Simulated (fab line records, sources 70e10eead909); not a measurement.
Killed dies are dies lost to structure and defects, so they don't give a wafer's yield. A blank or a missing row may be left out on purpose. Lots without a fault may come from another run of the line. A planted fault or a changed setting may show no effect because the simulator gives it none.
fab line records | flow nand_harc
record lots=24 wafers=72 last_day=24
route steps=1159 shown P_ZERO_WELL@16 P_GATE@141 P_CONTACT@238
lots that met no fault: from a run of the same line without faults
start_h: hours from the record's first day to the start of the lot's first wafer shown | wait_h: hours since the lot's step before | " the same as in the row above | L1.1+2: a row that stands for several wafers | - no value, or no start given | * or withheld: withheld | < > ~ a bound
route shown NAME@n: a module of which the file shows steps, and the number in the route of the first | usual: mean/standard deviation of fault-free wafers | same: alike in all rows | chamber/n: place in a boat | sites: the reading at each site | _std_site: their standard deviation | _edge_site: outer sites' mean less inner sites' | radius_mm: how far each site lies from the wafer's centre | mask NAME#n: copy n | behind: the tool/chamber that last shaped the wafer | hold: why the lot was held/for how many hours/how that ended | device: the transistor (n, p or np) that didn't switch | end of line: the same wafers' tests at the end of the route | a step without rows: its recipe alone | killed: dies lost to structure and defects at the first sort, not the wafer's yield | map: a wafer's dies, x killed, . not, _ none there
set.NAME: the setting as run; set.NAME@STEP: as run at that earlier step | model.NAME: the simulator's own value behind a step, which no gauge read
steps of the route over a sample of lots; a table a step, a row a wafer
services: from which hour (start_h, from the record's first day; less than 0 if before it) a tool's chamber was out of use, for how many hours, and why
## steps
# step NHARC_P_ZERO_WELL_DESCUM_13
# recipe time_s=3 o2_flow_sccm=200 ar_flow_sccm=0 bias_power_w=0 chemistry=O2
# usual drypump_motor_current_A=5.8/0.44 oes_product_au=0.999/0.013 rf_vpp_V=58.0/0.78 showerhead_plenum_p_Torr=1.94/0.062 throttle_valve_pct=11.310/0.0098
# columns lot.wafer tool chamber start_h wait_h drypump_motor_current_A oes_product_au rf_hours_counter_h rf_vpp_V showerhead_plenum_p_Torr throttle_valve_pct
L074.1 rie_diel-10 1 13.29 - 6.5 0.992 0 59.2 1.88 11.306
L074.6 " 0 " " 5.6 0.993 - 58.6 1.92 11.308
L074.5 " 1 " " 6.5 0.993 - 57.5 1.88 11.309
L075.1 rie_diel-10 3 19.42 - 6.1 0.985 1 59.5 2.00 11.304
L075.3 " 1 " " 6.5 1.003 1 57.0 1.88 11.309
L075.6 " 0 " " 5.6 0.994 - 57.9 1.92 11.308
L076.4 rie_diel-02 1 25.53 - 6.2 1.005 3 57.9 1.99 11.297
L076.5 " 1 " " 6.2 1.005 - 58.6 1.99 11.318
L076.6 " 2 " " 6.1 1.002 - 58.0 2.01 11.314
L077.1 rie_diel-02 3 31.34 - 6.0 1.011 1 57.9 1.87 11.318
L077.4 " 1 " " 6.2 0.993 3 56.8 1.99 11.332
L077.6 " 3 " " 6.0 0.993 - 57.3 1.87 11.312
L078.1 rie_diel-12 0 37.35 - 4.9 1.023 0 57.6 1.99 11.316
L078.6 " 3 " " 5.7 1.005 - 58.5 1.97 11.292
L078.5 " 0 " " 4.9 1.018 - 57.5 1.99 11.309
L079.2 rie_diel-12 2 43.41 - 5.5 1.005 0 57.8 2.03 11.308
L079.1 " 3 " " 5.7 0.997 0 57.6 1.97 11.308
L079.6 " 1 " " 4.9 1.023 - 58.6 1.90 11.299
L080.3 rie_diel-10 2 49.43 - 5.8 1.012 1 56.6 1.82 11.315
L080.1 " 0 " " 5.6 0.998 3 59.0 1.92 11.320
L080.5 " 2 " " 5.7 1.014 - 58.0 1.82 11.318
L081.2 rie_diel-12 0 55.40 - 4.9 0.998 0 57.4 1.99 11.303
L081.3 " 3 " " 5.7 0.997 0 59.8 1.97 11.313
L081.6 " 0 " " 4.9 1.001 - 59.0 1.99 11.299
L082.1 rie_diel-12 1 61.86 - 4.9 1.025 0 56.6 1.90 11.302
L082.4 " 2 " " 5.4 1.010 0 58.3 2.03 11.302
L082.6 " 1 " " 4.9 1.019 - 57.4 1.90 11.314
L083.1 rie_diel-02 3 67.28 - 6.0 0.989 3 58.8 1.87 11.315
L083.2 " 1 " " 6.2 0.994 5 57.2 1.99 11.315
L083.6 " 3 " " 6.0 0.985 - 57.9 1.87 11.306
L084.2 rie_diel-10 0 73.28 - 5.6 0.996 5 57.7 1.92 11.305
L084.4 " 1 " " 6.5 0.991 6 58.0 1.88 11.316
L084.6 " 0 " " 5.6 0.997 - 58.7 1.92 11.302
L085.3 rie_diel-10 1 79.28 - 6.5 0.990 7 58.5 1.88 11.280
L085.1 " 2 " " 5.8 1.010 5 57.4 1.82 11.320
L085.2 " 3 " " 6.1 0.972 6 57.5 2.00 11.328
L086.1 rie_diel-10 0 85.43 - 5.6 0.993 6 58.5 1.92 11.310
L086.2 " 1 " " 6.5 0.973 7 58.1 1.88 11.327
L086.5 " 0 " " 5.6 0.989 - 58.1 1.92 11.317
L087.4 rie_diel-10 3 91.40 - 6.1 0.972 7 58.7 2.00 11.323
L087.1 " 2 " " 5.7 0.999 6 56.8 1.82 11.303
L087.6 " 3 " " 6.1 0.965 - 59.0 2.00 11.304
L088.3 rie_diel-12 0 97.40 - 4.9 1.007 2 58.6 1.99 11.319
L088.2 " 3 " " 5.8 0.991 2 58.4 1.97 11.329
L088.6 " 0 " " 4.9 1.007 - 57.6 1.99 11.298
L089.1 rie_diel-10 3 103.30 - 6.1 0.980 8 57.3 2.00 11.318
L089.4 " 0 " " 5.6 1.013 8 56.8 1.92 11.315
L089.6 " 2 " " 5.7 1.009 - 58.0 1.81 11.323
L090.1 rie_diel-02 1 109.40 - 6.2 1.003 8 57.5 1.99 11.317
L090.3 " 0 " " 5.5 1.006 9 59.2 1.93 11.303
L090.6 " 2 " " 6.1 1.006 - 58.4 2.00 11.305
L091.4 rie_diel-10 0 115.30 - 5.6 1.013 8 58.0 1.92 11.312
L091.6 " 2 " " 5.7 0.995 - 57.2 1.82 11.306
L091.5 " 3 " " 6.1 0.965 - 57.8 2.00 11.307
L092.4 rie_diel-02 2 121.42 - 6.1 1.009 8 59.8 2.00 11.317
L092.3 " 3 " " 6.0 0.995 6 58.6 1.87 11.315
L092.6 " 2 " " 6.1 0.997 - 57.2 2.00 11.290
L093.4 rie_diel-02 3 127.48 - 6.0 0.996 6 57.4 1.87 11.309
L093.2 " 0 " " 5.5 1.000 9 58.0 1.93 11.299
L093.3 " 1 " " 6.2 1.008 8 57.8 1.99 11.317
L094.2 rie_diel-10 2 133.41 - 5.7 1.007 10 57.4 1.81 11.308
L094.1 " 3 " " 6.1 0.987 11 57.8 2.00 11.328
L094.5 " 3 " " 6.1 0.995 - 57.4 2.00 11.319
L095.1 rie_diel-02 0 139.41 - 5.5 1.007 10 59.3 1.93 11.323
L095.3 " 1 " " 6.2 1.003 9 59.0 1.99 11.320
L095.6 " 0 " " 5.5 1.008 - 57.8 1.93 11.319
L096.2 rie_diel-10 3 145.41 - 6.1 0.975 12 58.3 2.00 11.289
L096.1 " 0 " " 5.6 1.008 11 57.1 1.92 11.302
L096.6 " 3 " " 6.1 0.973 - 57.4 2.00 11.296
L097.4 rie_diel-10 0 151.31 - 5.6 1.015 - 57.6 1.92 11.302
L097.3 " 3 " " 6.1 0.980 - 58.1 2.00 11.304
L097.6 " 3 " " 6.1 0.969 - 57.3 2.00 11.302
# step NHARC_P_ZERO_WELL_ETCH_62
# recipe target_depth_a=130 time_s=6.5 chf3_flow_sccm=50 ar_flow_sccm=200 rf_w=500 bias_w=200 chemistry=CHF3/Ar
# usual bias_w=199.9/0.66 drypump_motor_current_A=5.8/0.42 oes_product_au=0.962/0.017 rf_vpp_V=371.3/1.8 showerhead_plenum_p_Torr=2.38/0.075 throttle_valve_pct=20.217/0.0094
# columns lot.wafer tool chamber start_h wait_h bias_w drypump_motor_current_A oes_product_au rf_hours_counter_h rf_vpp_V showerhead_plenum_p_Torr throttle_valve_pct
L074.1 rie_diel-10 0 - - 200.6 5.6 0.961 0 369.8 2.36 20.227
L074.6 " 0 " " 199.7 5.6 0.948 - 370.8 2.36 20.210
L074.5 " 1 " " 199.6 6.5 0.957 - 371.1 2.31 20.204
L075.3 rie_diel-10 3 - - 199.9 6.1 0.945 1 372.6 2.45 20.220
L075.1 " 1 " " 200.3 6.5 0.961 1 369.4 2.31 20.218
L075.6 " 3 " " 200.0 6.1 0.942 - 373.5 2.45 20.212
L076.4 rie_diel-02 2 - - 200.1 6.1 0.960 2 372.4 2.45 20.212
L076.6 " 1 " " 199.9 6.2 0.951 - 372.3 2.44 20.212
L076.5 " 2 " " 200.2 6.1 0.953 - 373.9 2.45 20.223
L077.1 rie_diel-02 1 - - 201.0 6.2 0.981 3 373.6 2.44 20.221
L077.4 " 2 " " 198.7 6.1 0.966 3 372.0 2.45 20.223
L077.6 " 2 " " 199.4 6.1 0.963 - 371.4 2.45 20.215
L078.1 rie_diel-12 3 - - 200.1 5.7 0.969 0 372.0 2.41 20.233
L078.6 " 3 " " 199.3 5.7 0.961 - 372.5 2.41 20.214
L078.5 " 0 " " 199.9 4.9 0.974 - 372.5 2.44 20.233
L079.2 rie_diel-12 2 - - 199.4 5.4 0.974 0 373.8 2.48 20.211
L079.1 " 3 " " 200.9 5.7 0.968 0 371.5 2.41 20.210
L079.6 " 0 " " 200.4 4.9 0.971 - 373.7 2.44 20.215
L080.1 rie_diel-10 2 - - 200.0 5.7 0.957 1 368.0 2.23 20.231
L080.3 " 1 " " 198.2 6.5 0.951 3 369.7 2.31 20.222
L080.5 " 2 " " 200.1 5.7 0.970 - 368.4 2.23 20.210
L081.3 rie_diel-12 3 - - 200.8 5.7 0.976 0 372.3 2.41 20.216
L081.2 " 1 " " 200.8 4.9 0.985 0 369.5 2.33 20.219
L081.6 " 2 " " 200.8 5.4 0.979 - 373.3 2.48 20.230
L082.1 rie_diel-12 2 - - 201.2 5.4 0.933 0 373.0 2.48 20.226
L082.4 " 1 " " 200.4 4.9 0.952 1 369.7 2.33 20.235
L082.6 " 2 " " 201.1 5.5 0.931 - 373.2 2.48 20.212
L083.1 rie_diel-02 2 - - 199.6 6.1 0.983 4 373.4 2.45 20.209
L083.2 " 0 " " 200.3 5.5 0.961 5 370.9 2.37 20.216
L083.6 " 2 " " 200.1 6.1 0.995 - 372.7 2.45 20.225
L084.4 rie_diel-10 1 - - 200.2 6.5 0.962 6 370.2 2.31 20.226
L084.2 " 2 " " 199.1 5.7 0.987 4 368.4 2.23 20.213
L084.6 " 1 " " 199.9 6.5 0.966 - 370.2 2.31 20.223
L085.2 rie_diel-10 3 - - 201.6 6.1 0.948 6 373.5 2.44 20.186
L085.3 " 0 " " 200.1 5.6 0.968 6 370.1 2.36 20.231
L085.1 " 1 " " 200.1 6.5 0.964 7 369.9 2.31 20.220
L086.1 rie_diel-10 2 - - 201.1 5.7 0.968 6 369.1 2.23 20.218
L086.2 " 0 " " 200.3 5.6 0.948 6 371.1 2.35 20.234
L086.5 " 3 " " 199.2 6.1 0.927 - 371.9 2.44 20.216
L087.4 rie_diel-10 2 - - 200.0 5.8 0.980 6 368.5 2.23 20.228
L087.1 " 3 " " 199.4 6.1 0.940 7 372.0 2.44 20.222
L087.6 " 1 " " 199.6 6.5 0.970 - 370.2 2.31 20.215
L088.2 rie_diel-12 3 - - 200.1 5.7 0.984 2 373.1 2.41 20.238
L088.3 " 1 " " 199.8 4.9 0.987 2 369.9 2.33 20.195
L088.6 " 0 " " 199.0 4.9 0.973 - 373.6 2.44 20.220
L089.1 rie_diel-10 2 - - 199.1 5.8 0.962 7 368.7 2.23 20.215
L089.4 " 0 " " 199.2 5.6 0.970 8 371.2 2.35 20.221
L089.6 " 3 " " 200.2 6.1 0.943 - 372.8 2.44 20.192
L090.1 rie_diel-02 2 - - 199.2 6.1 0.960 7 374.0 2.45 20.218
L090.3 " 0 " " 199.1 5.5 0.962 9 372.7 2.37 20.222
L090.6 " 3 " " 198.8 6.0 0.952 - 368.8 2.30 20.212
L091.4 rie_diel-10 0 - - 200.0 5.6 0.973 8 370.5 2.35 20.213
L091.6 " 0 " " 199.0 5.6 0.972 - 369.9 2.35 20.220
L091.5 " 1 " " 200.5 6.5 0.973 - 370.0 2.31 20.211
L092.3 rie_diel-02 1 - - 200.7 6.2 0.966 8 372.4 2.43 20.231
L092.4 " 3 " " 201.4 6.0 0.964 6 369.8 2.30 20.210
L092.6 " 1 " " 199.9 6.2 0.970 - 373.0 2.43 20.220
L093.3 rie_diel-02 3 - - 200.7 6.0 0.971 6 369.6 2.30 20.231
L093.2 " 0 " " 199.1 5.5 0.966 9 371.9 2.36 20.204
L093.4 " 2 " " 199.8 6.1 0.984 8 374.0 2.45 20.229
L094.2 rie_diel-10 3 - - 199.5 6.1 0.912 11 371.6 2.44 20.236
L094.1 " 0 " " 199.3 5.6 0.934 10 369.6 2.35 20.210
L094.5 " 3 " " 200.5 6.1 0.917 - 373.5 2.44 20.223
L095.1 rie_diel-02 2 - - 199.6 6.1 0.978 9 371.2 2.45 20.227
L095.3 " 1 " " 200.5 6.1 0.963 9 373.2 2.43 20.228
L095.6 " 0 " " 199.3 5.5 0.963 - 371.6 2.36 20.216
L096.1 rie_diel-10 2 - - 200.1 5.7 0.951 11 366.4 2.23 20.225
L096.2 " 3 " " 199.2 6.1 0.939 12 374.6 2.44 20.209
L096.6 " 2 " " 201.0 5.8 0.955 - 369.6 2.23 20.201
L097.3 rie_diel-10 3 - - 198.2 6.1 0.918 - 373.3 2.44 20.216
L097.4 " 0 " " 199.9 5.6 0.960 - 372.3 2.35 20.227
L097.6 " 3 " " 198.4 6.1 0.933 - 373.4 2.44 20.204
# step NHARC_P_GATE_CD_MEAS_26
# recipe target_cd_nm=120 landing_energy_ev=500
# usual cd_nm=119.9/1.2
# columns lot.wafer tool chamber start_h wait_h cd_nm
L074.1 cd_sem-03 0 83.66 - 120.8
L074.5 " 0 " " 120.6
L074.6 " 0 " " 119.7
L076.4 cd_sem-03 0 101.27 - 118.9
L076.5 " 0 " " 119.5
L076.6 " 0 " " 118.6
L075.1 cd_sem-03 0 101.89 - 120.8
L075.3 " 0 " " 121.0
L075.6 " 0 " " 119.7
L078.1 cd_sem-01 0 105.01 - 121.8
L078.5 " 0 " " 121.2
L078.6 " 0 " " 121.4
L077.1 cd_sem-02 0 105.16 - 119.9
L077.4 " 0 " " 117.9
L077.6 " 0 " " 119.8
L079.1 cd_sem-03 0 117.97 - 119.9
L079.2 " 0 " " 119.9
L079.6 " 0 " " 120.1
L080.1 cd_sem-01 0 125.59 - 119.2
L080.3 " 0 " " 118.0
L080.5 " 0 " " 120.1
L081.2 cd_sem-01 0 132.91 - 119.3
L081.3 " 0 " " 117.4
L081.6 " 0 " " 118.2
L082.1 cd_sem-02 0 138.78 - 121.5
L082.4 " 0 " " 121.0
L082.6 " 0 " " 121.7
L083.1 cd_sem-03 0 138.93 - 121.4
L083.2 " 0 " " 121.6
L083.6 " 0 " " 120.7
L084.2 cd_sem-02 0 144.07 - 121.0
L084.4 " 0 " " 121.3
L084.6 " 0 " " 121.1
L088.2 cd_sem-01 0 164.53 - 119.2
L088.3 " 0 " " 118.2
L088.6 " 0 " " 119.2
L085.1 cd_sem-02 0 164.85 - 119.4
L085.2 " 0 " " 119.5
L085.3 " 0 " " 118.4
L087.1 cd_sem-01 0 165.19 - 120.9
L087.4 " 0 " " 120.4
L087.6 " 0 " " 120.4
L086.1 cd_sem-03 0 165.35 - 119.6
L086.2 " 0 " " 120.0
L086.5 " 0 " " 120.6
L089.1 cd_sem-01 0 183.81 - 120.2
L089.4 " 0 " " 120.5
L089.6 " 0 " " 121.0
L090.1 cd_sem-03 0 184.44 - 121.0
L090.3 " 0 " " 121.7
L090.6 " 0 " " 120.1
L091.4 cd_sem-03 0 189.17 - 118.9
L091.5 " 0 " " 119.5
L091.6 " 0 " " 118.4
L093.2 cd_sem-02 0 202.35 - 118.1
L093.3 " 0 " " 119.3
L093.4 " 0 " " 119.0
L092.3 cd_sem-02 0 202.53 - 120.4
L092.4 " 0 " " 120.8
L092.6 " 0 " " 121.0
L095.1 cd_sem-02 0 211.37 - 120.2
L095.3 " 0 " " 119.3
L095.6 " 0 " " 119.1
L094.1 cd_sem-01 0 211.58 - 120.0
L094.2 " 0 " " 120.2
L094.5 " 0 " " 121.3
L096.1 cd_sem-01 0 227.09 - 120.1
L096.2 " 0 " " 118.0
L096.6 " 0 " " 119.3
L097.3 cd_sem-03 0 227.84 - 119.4
L097.4 " 0 " " 117.8
L097.6 " 0 " " 120.3
# step NHARC_P_GATE_STRIP_95
# recipe power_w=1500 temp_c=250 chemistry=O2
# usual drypump_motor_current_A=5.61/0.29 heater_power_w=308/11
# columns lot.wafer tool chamber start_h wait_h drypump_motor_current_A heater_power_w rf_hours_counter_h
L074.1 plasma_asher-02 0 100.46 0.5 5.99 295 23
L074.6 " 1 " " 5.68 311 -
L074.5 " 0 " " 5.97 303 -
L076.4 plasma_asher-01 0 118.34 0.3 5.17 303 -
L076.6 " 1 " " 5.69 319 -
L076.5 " 0 " " 5.17 301 -
L075.1 plasma_asher-01 1 119.28 0.6 5.70 313 6
L075.3 " 0 " " 5.16 306 -
L075.6 " 0 " " 5.15 308 -
L078.1 plasma_asher-02 1 122.60 0.5 5.64 299 35
L078.5 " 0 " " 5.99 294 -
L078.6 " 1 " " 5.66 309 -
L077.1 plasma_asher-01 1 127.11 0.6 5.69 324 10
L077.4 " 1 " " 5.68 322 -
L077.6 " 0 " " 5.19 303 -
L079.1 plasma_asher-02 1 134.78 0.6 5.64 306 42
L079.2 " 0 " " 5.93 303 42
L079.6 " 1 " " 5.67 307 -
L080.1 plasma_asher-01 1 143.02 0.6 5.71 328 18
L080.3 " 1 " " 5.67 318 -
L080.5 " 1 " " 5.71 316 -
L081.2 plasma_asher-01 0 149.76 0.5 5.19 295 20
L081.3 " 0 " " 5.16 296 -
L081.6 " 0 " " 5.16 308 -
L082.1 plasma_asher-01 0 155.44 0.5 5.18 307 23
L082.4 " 1 " " 5.67 330 -
L082.6 " 1 " " 5.70 319 -
L083.2 plasma_asher-02 1 156.08 0.6 5.64 303 49
L083.1 " 0 " " 5.98 310 49
L083.6 " 1 " " 5.65 303 -
L084.2 plasma_asher-02 1 160.75 0.6 5.68 311 51
L084.4 " 1 " " 5.67 309 -
L084.6 " 0 " " 5.99 300 -
L088.2 plasma_asher-02 0 181.45 0.5 5.98 306 57
L088.3 " 0 " " 5.95 304 -
L088.6 " 0 " " 5.96 308 -
L085.2 plasma_asher-01 1 182.05 0.6 5.69 321 31
L085.1 " 0 " " 5.15 308 31
L085.3 " 1 " " 5.69 318 -
L086.2 plasma_asher-02 0 182.37 0.6 5.93 307 58
L086.1 " 1 " " 5.67 307 58
L086.5 " 0 " " 5.99 299 -
L087.1 plasma_asher-01 1 188.10 0.5 5.68 326 35
L087.4 " 0 " " 5.16 303 -
L087.6 " 1 " " 5.69 327 -
L089.1 plasma_asher-01 0 200.69 0.5 5.18 310 39
L089.4 " 1 " " 5.69 321 -
L089.6 " 0 " " 5.17 302 -
L090.1 plasma_asher-02 0 201.15 0.6 5.96 286 3
L090.3 " 0 " " 5.96 285 -
L090.6 " 0 " " 5.98 277 -
L091.4 plasma_asher-01 1 205.88 0.3 5.68 323 -
L091.5 " 0 " " 5.20 299 -
L091.6 " 1 " " 5.69 320 -
L093.2 plasma_asher-02 1 219.38 0.5 5.70 304 9
L093.4 " 0 " " 5.98 292 -
L093.3 " 1 " " 5.67 306 -
L092.4 plasma_asher-01 1 220.24 0.4 5.70 321 -
L092.3 " 0 " " 5.18 309 -
L092.6 " 0 " " 5.18 308 -
L095.1 plasma_asher-01 1 228.13 0.6 5.68 315 48
L095.3 " 1 " " 5.69 326 -
L095.6 " 0 " " 5.15 310 -
L094.1 plasma_asher-02 0 228.37 0.6 5.99 279 12
L094.2 " 1 " " 5.66 309 12
L094.5 " 0 " " 5.99 279 -
L096.1 plasma_asher-02 0 243.96 0.6 5.99 282 16
L096.2 " 1 " " 5.65 306 16
L096.6 " 0 " " 5.99 285 -
L097.4 plasma_asher-01 1 244.55 0.4 5.68 320 -
L097.3 " 0 " " 5.18 307 -
L097.6 " 0 " " 5.23 309 -
# step NHARC_P_CONTACT_ETCH_18
# recipe target_depth_a=4810 time_s=240.5 c4f8_flow_sccm=20 o2_flow_sccm=10 ar_flow_sccm=withheld rf_w=600 bias_w=1500 chemistry=C4F8/O2/Ar
# usual bias_w=1500/4.8 oes_product_au=0.966/0.02 rf_vpp_V=978/6
# columns lot.wafer tool chamber start_h wait_h bias_w oes_product_au rf_hours_counter_h rf_vpp_V
L074.1 rie_diel-11 3 - - 1493 0.968 6 985
L074.5 " 2 " " 1489 0.966 - 982
L074.6 " 3 " " 1498 0.972 - 985
L076.4 rie_diel-11 2 - - 1499 0.954 9 982
L076.5 " 1 " " 1499 0.966 - 975
L076.6 " 2 " " 1503 0.960 - 983
L075.1 rie_diel-13 0 - - 1495 0.969 6 966
L075.3 " 1 " " 1506 0.983 5 972
L075.6 " 1 " " 1504 0.979 - 972
L078.1 rie_diel-01 0 - - 1500 0.980 16 971
L078.6 " 1 " " 1498 0.993 - 976
L078.5 " 2 " " 1499 0.988 - 984
L077.4 rie_diel-11 1 - - 1517 0.984 10 974
L077.1 " 2 " " 1499 0.990 9 982
L077.6 " 0 " " 1497 0.957 - 983
L079.1 rie_diel-11 1 - - 1500 0.950 11 974
L079.2 " 2 " " 1502 0.968 10 983
L079.6 " 3 " " 1504 0.958 - 982
L080.1 rie_diel-13 3 - - 1500 0.954 14 980
L080.3 " 1 " " 1505 0.982 14 970
L080.5 " 3 " " 1500 0.943 - 978
L081.2 rie_diel-01 2 - - 1494 0.989 1 984
L081.3 " 0 " " 1503 0.988 1 971
L081.6 " 1 " " 1497 0.980 - 976
L082.4 rie_diel-01 1 - - 1495 0.963 1 976
L082.1 " 2 " " 1499 0.987 1 984
L082.6 " 2 " " 1505 0.994 - 984
L083.2 rie_diel-01 2 - - 1491 1.000 2 983
L083.1 " 0 " " 1494 0.977 1 970
L083.6 " 3 " " 1502 0.969 - 972
L084.2 rie_diel-01 3 - - 1490 0.943 2 973
L084.4 " 0 " " 1498 0.979 2 971
L084.6 " 0 " " 1495 0.974 - 970
L088.2 rie_diel-01 2 - - 1499 0.969 4 984
L088.3 " 1 " " 1501 0.977 4 976
L088.6 " 2 " " 1499 0.975 - 984
L085.1 rie_diel-11 0 - - 1497 0.953 15 983
L085.2 " 1 " " 1509 0.963 15 976
L085.3 " 2 " " 1507 0.970 16 984
L086.1 rie_diel-13 2 - - 1500 0.938 28 989
L086.2 " 0 " " 1505 0.931 30 968
L086.5 " 3 " " 1505 0.936 - 978
L087.4 rie_diel-01 1 - - 1502 0.980 5 976
L087.1 " 2 " " 1496 0.973 5 983
L087.6 " 2 " " 1502 0.978 - 983
L089.4 rie_diel-01 2 - - 1499 0.948 6 983
L089.1 " 0 " " 1512 0.939 6 971
L089.6 " 2 " " 1498 0.949 - 983
L090.3 rie_diel-13 3 - - 1497 0.940 36 975
L090.1 " 1 " " 1508 1.006 36 973
L090.6 " 3 " " 1502 0.945 - 978
L091.4 rie_diel-01 1 - - 1492 0.971 7 974
L091.6 " 2 " " 1487 0.994 - 984
L091.5 " 3 " " 1504 0.968 - 973
L093.4 rie_diel-13 2 - - 1496 0.980 43 988
L093.2 " 3 " " 1493 0.965 43 977
L093.3 " 1 " " 1499 0.972 43 971
L092.4 rie_diel-13 3 - - 1498 0.946 43 975
L092.3 " 0 " " 1499 0.959 43 967
L092.6 " 1 " " 1507 0.994 - 972
L095.1 rie_diel-01 0 - - 1493 0.993 9 970
L095.3 " 2 " " 1494 1.000 9 985
L095.6 " 0 " " 1493 0.992 - 970
L094.2 rie_diel-11 2 - - 1504 0.986 4 983
L094.1 " 3 " " 1494 0.967 4 984
L094.5 " 1 " " 1489 0.987 - 974
L096.1 rie_diel-11 3 - - 1506 0.936 5 982
L096.2 " 1 " " 1502 0.941 5 974
L096.6 " 2 " " 1498 0.927 - 984
L097.3 rie_diel-01 3 - - 1498 0.932 12 971
L097.6 " 3 " " 1499 0.933 - 971
L097.4 " 2 " " 1496 0.968 - 984
# step NHARC_P_CONTACT_CD_MEAS_19
# usual cd_nm=90.8/2
# columns lot.wafer tool chamber start_h wait_h cd_nm
L074.1 cd_sem-03 - 105.08 - 91.8
L074.5 " - " " 88.5
L074.6 " - " " 90.4
L076.4 cd_sem-02 - 122.90 - 89.2
L076.5 " - " " 89.5
L076.6 " - " " 93.6
L075.1 cd_sem-02 - 123.98 - 88.9
L075.3 " - " " 93.2
L075.6 " - " " 93.9
L078.1 cd_sem-01 - 127.40 - 91.1
L078.5 " - " " 89.3
L078.6 " - " " 90.4
L077.1 cd_sem-03 - 131.65 - 91.2
L077.4 " - " " 91.7
L077.6 " - " " 93.7
L079.1 cd_sem-03 - 139.56 - 89.8
L079.2 " - " " 90.0
L079.6 " - " " 89.6
L080.1 cd_sem-02 - 147.55 - 89.9
L080.3 " - " " 90.6
L080.5 " - " " 91.4
L081.2 cd_sem-01 - 154.28 - 88.6
L081.3 " - " " 86.6
L081.6 " - " " 90.6
L082.1 cd_sem-03 - 159.93 - 87.3
L082.4 " - " " 91.1
L082.6 " - " " 89.0
L083.1 cd_sem-02 - 161.03 - 90.6
L083.2 " - " " 89.9
L083.6 " - " " 91.9
L084.2 cd_sem-02 - 165.30 - 87.0
L084.4 " - " " 88.5
L084.6 " - " " 89.5
L088.2 cd_sem-01 - 186.02 - 91.8
L088.3 " - " " 91.2
L088.6 " - " " 87.6
L085.1 cd_sem-03 - 186.95 - 90.7
L085.2 " - " " 91.7
L085.3 " - " " 94.2
L086.1 cd_sem-01 - 187.50 - 91.6
L086.2 " - " " 89.4
L086.5 " - " " 91.4
L087.1 cd_sem-02 - 192.62 - 89.2
L087.4 " - " " 89.1
L087.6 " - " " 88.2
L089.1 cd_sem-02 - 205.21 - 88.5
L089.4 " - " " 88.4
L089.6 " - " " 88.3
L090.1 cd_sem-01 - 206.39 - 92.0
L090.3 " - " " 86.3
L090.6 " - " " 90.8
L091.4 cd_sem-03 - 210.37 - 91.0
L091.5 " - " " 90.5
L091.6 " - " " 94.8
L093.2 cd_sem-03 - 223.88 - 89.9
L093.3 " - " " 89.8
L093.4 " - " " 90.9
L092.3 cd_sem-01 - 224.77 - 90.8
L092.4 " - " " 88.6
L092.6 " - " " 89.6
L095.1 cd_sem-02 - 233.12 - 88.9
L095.3 " - " " 87.6
L095.6 " - " " 89.0
L094.1 cd_sem-02 - 233.42 - 92.7
L094.2 " - " " 93.8
L094.5 " - " " 94.4
L096.1 cd_sem-03 - 248.53 - 93.0
L096.2 " - " " 92.0
L096.6 " - " " 93.4
L097.3 cd_sem-01 - 249.64 - 87.4
L097.4 " - " " 91.1
L097.6 " - " " 89.4
## services
# columns tool chamber start_h hours kind
rie_diel-02 3 -3.41 19.9 repair
rie_diel-10 - -0.50 9.0 pm
plasma_asher-02 - 6.00 9.0 pm
rie_diel-10 2 12.44 9.5 repair
rie_diel-12 - 25.47 9.0 pm
rie_diel-01 3 27.52 13.1 repair
rie_diel-10 2 28.00 3.4 repair
rie_diel-02 - 35.67 0.8 repair
rie_diel-10 0 50.84 4.0 repair
rie_diel-02 3 83.66 6.2 repair
plasma_asher-01 - 99.29 9.0 pm
rie_diel-12 2 102.08 16.6 repair
rie_diel-10 1 128.53 30.7 repair
rie_diel-01 - 137.81 9.0 pm
rie_diel-02 3 139.12 13.1 repair
rie_diel-10 2 150.35 82.1 repair
rie_diel-02 - 151.14 9.0 pm
rie_diel-12 - 156.59 2.6 repair
rie_diel-12 - 171.28 0.6 repair
rie_diel-10 - 176.50 9.0 pm
plasma_asher-02 - 183.21 9.0 pm
rie_diel-02 - 220.75 0.8 repair
rie_diel-02 3 231.98 1.4 repair
rie_diel-01 0 242.21 10.2 repair
## key
fault none
